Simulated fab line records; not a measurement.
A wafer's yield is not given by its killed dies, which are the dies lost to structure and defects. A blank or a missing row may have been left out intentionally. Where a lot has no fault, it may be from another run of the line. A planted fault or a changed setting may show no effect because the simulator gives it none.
Matching of chambers | flow n5 finfet | N5_DUMMY_GATE_DESCUM_20 on rie diel-03 has 4 sister chambers
The step chemistry O2, time 6.2 s. 8 wafers are shown with their chamber, then 11 later ones without.

## WAFERS, EACH WITH ITS CHAMBER
wafer  | chamber | drypump motor current A (A) | throttle valve pct (%)
L082.6 | 2       | 5.1                         | 20.29
L083.3 | 1       | 5.6                         | 20.71
L083.4 | 1       | 5.6                         | 20.72
L083.5 | 3       | 6.2                         | 20.40
L085.1 | 2       | 5.0                         | 20.29
L085.4 | 0       | 5.0                         | 20.16
L085.6 | 3       | 6.2                         | 20.41
L091.2 | 0       | 5.0                         | 20.18

## WAFERS WITH NO CHAMBER GIVEN
wafer  | drypump motor current A (A) | throttle valve pct (%)
L091.3 | 5.6                         | 20.74
L091.4 | 6.2                         | 20.41
L092.2 | 5.1                         | 20.32
L092.4 | 5.0                         | 20.18
L092.6 | 5.6                         | 20.75
L094.2 | 6.2                         | 20.44
L094.3 | 5.1                         | 20.32
L094.5 | 5.6                         | 20.75
L095.1 | 5.6                         | 20.74
L095.2 | 5.1                         | 20.33
L095.4 | 6.2                         | 20.44

## WHICH CHAMBER EACH WENT THROUGH
wafer  | from the rows above | in truth
L091.3 | 1                   | 1
L091.4 | 3                   | 3
L092.2 | 2                   | 2
L092.4 | 0                   | 0
L092.6 | 1                   | 1
L094.2 | 3                   | 3
L094.3 | 2                   | 2
L094.5 | 1                   | 1
L095.1 | 1                   | 1
L095.2 | 2                   | 2
L095.4 | 3                   | 3
11 of 11 placed correctly. Left unplaced by these rows: 0. Number placed wrongly: 0.
How it was worked out, from the rows above alone: a wafer's distance from a chamber is the root of the sum, over the readings, of the square of ((its reading less the chamber's mean) divided by the reading's scatter). If the next closest chamber is less than 2 further off than the closest, the wafer can't be placed; otherwise it belongs to the closest. For every chamber, the mean is computed from those of its wafers that are shown. How the scatter is found: for the shown wafers, subtract from each reading the mean of its chamber, square and add these, divide the total by (wafers less chambers), then take the root.
